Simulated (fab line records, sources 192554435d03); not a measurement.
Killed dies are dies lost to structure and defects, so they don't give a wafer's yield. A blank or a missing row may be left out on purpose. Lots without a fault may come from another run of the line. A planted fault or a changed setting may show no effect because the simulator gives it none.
Split-lot experiment | flow n5_finfet | 7 lots, 21 wafers read, on a route of 1938 steps

THE SPLIT
At N5_BEOL_M0_SAQP_EXPOSE_37 (exposes mask M0 CUT1, target cd 30 nm), the setting dose_mj was moved away from the recipe's 44.75 on 7 of the 21 wafers read, by -6.9% to +6.0%. The other wafers ran this setting at the recipe's value.

FROM THE SPLIT TO THE READING: what the file shows between them, 2 steps
- N5_BEOL_M0_SAQP_PEB_38: peb time 60 s
- N5_BEOL_M0_SAQP_DEVELOP_39: develop time 30 s

THE READING
cd_nm, in nm, at N5_BEOL_M0_SAQP_CD_MEAS_40 (target cd 30 nm). Fault-free wafers of this fab line usually give 30.01 nm, standard deviation 0.27 nm.

wafer  | tool, chamber at the split | dose_mj as run | against the recipe | cd_nm, nm | against lot-mates on the recipe
L074.4 | euv_scanner-01, 0          | 44.75          | recipe             | 30.60     | -
L074.5 | euv_scanner-01, 0          | 44.75          | recipe             | 29.79     | -
L074.6 | euv_scanner-01, 0          | 44.75          | recipe             | 30.22     | -
L077.4 | euv_scanner-02, 0          | 44.75          | recipe             | 29.96     | -
L077.5 | euv_scanner-02, 0          | 47.42          | +6.0%              | 31.21     | +1.38
L077.6 | euv_scanner-02, 0          | 44.75          | recipe             | 29.71     | -
L083.2 | euv_scanner-02, 0          | 44.75          | recipe             | 30.18     | -
L083.3 | euv_scanner-02, 0          | 44.75          | recipe             | 30.08     | -
L083.6 | euv_scanner-02, 0          | 43.64          | -2.5%              | 29.62     | -0.51
L087.2 | euv_scanner-01, 0          | 44.75          | recipe             | 29.29     | -
L087.3 | euv_scanner-01, 0          | 45.82          | +2.4%              | 30.97     | +1.51
L087.4 | euv_scanner-01, 0          | 44.75          | recipe             | 29.63     | -
L095.1 | euv_scanner-01, 0          | 44.75          | recipe             | 29.89     | -
L095.3 | euv_scanner-01, 0          | 44.75          | recipe             | 29.97     | -
L095.5 | euv_scanner-01, 0          | 44.75          | recipe             | 29.81     | -
L096.3 | euv_scanner-02, 0          | 44.75          | recipe             | 30.17     | -
L096.4 | euv_scanner-02, 0          | 41.66          | -6.9%              | 28.89     | -1.28
L096.5 | euv_scanner-02, 0          | 41.66          | -6.9%              | 28.55     | -1.62
L097.2 | euv_scanner-02, 0          | 42.93          | -4.1%              | 28.69     | -1.47
L097.3 | euv_scanner-02, 0          | 44.75          | recipe             | 30.16     | -
L097.6 | euv_scanner-02, 0          | 42.93          | -4.1%              | 28.56     | -1.60

THE FIT
A straight line over all 21 wafers: cd_nm changes by +0.222 nm for each +1% of dose_mj; r = +0.89; the points scatter about the line by 0.34 nm.
The same after taking each lot's own level away (the mean of its wafers on the recipe; 21 wafers): +0.262 nm for each +1%; r = +0.92; scatter 0.33 nm.
On that fit, the largest move of dose_mj shifts the reading by 1.8 nm.
The lots' own levels span 29.460 to 30.203 nm, that is 2.8 times the standard deviation above.
So the lot-to-lot level changes the slope: the two fits differ.
Check: with one of the wafers moved furthest among these (-6.9%) left out of the fit, the line predicts -1.97 nm for it against its lot-mates. It came out at -1.28 nm against them.

OTHER SPLITS ON THESE WAFERS
These wafers also went through other splits before the reading. Each is held against what the fit with the lots' levels taken away leaves over:
other split on the same wafers  | wafers away from the commonest value | r with cd_nm (lot level and that fit taken away)
N5_SDB_EXPOSE_08 dose_mj        | 2                                    | -0.26
N5_SDB_ALD_29 ald_cycles        | 8                                    | -0.23
N5_HKMG_FIN_COAT_29 spin_rpm    | 9                                    | -0.08
N5_BEOL_M0_SAQP_PECVD_96 time_s | 5                                    | +0.27

THE WHOLE CHAIN: every reading that the file lists as answering this split, in the file's order
step                        | what it does                                                           | reading                                                             | change (the file's fit)               | r (the file's)
N5_BEOL_M0_SAQP_CD_MEAS_40  | target cd 30 nm                                                        | cd_nm                                                               | +0.262 nm for each +1% of the setting | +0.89
N5_BEOL_M0_SAQP_DESCUM_45   | chemistry O2, time 7 s                                                 | BEOL_M0_SAQP.cd_nm (the simulator's own value, which no gauge read) | +0.205 nm for each +1% of the setting | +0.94
N5_BEOL_M0_SAQP_ETCH_73     | etches SiARC in CF4, target depth 19.5 nm, time 32.5 s                 | BEOL_M0_SAQP.cd_nm (the simulator's own value, which no gauge read) | +0.206 nm for each +1% of the setting | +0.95
N5_BEOL_M0_SAQP_CUT_ETCH_46 | etches SOC in N2/H2, target depth 135 nm, overetch 27 nm, time 202.5 s | BEOL_M0_SAQP.cd_nm (the simulator's own value, which no gauge read) | +0.23 nm for each +1% of the setting  | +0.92
N5_BEOL_M0_SAQP_ETCH_49     | etches SiO2 in CF4/O2, target depth 37 nm                              | BEOL_M0_SAQP.cd_nm (the simulator's own value, which no gauge read) | +0.223 nm for each +1% of the setting | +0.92

THE FILE'S OWN FIT
cd_nm changes by +0.262 nm for each +1% of dose_mj, r = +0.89.
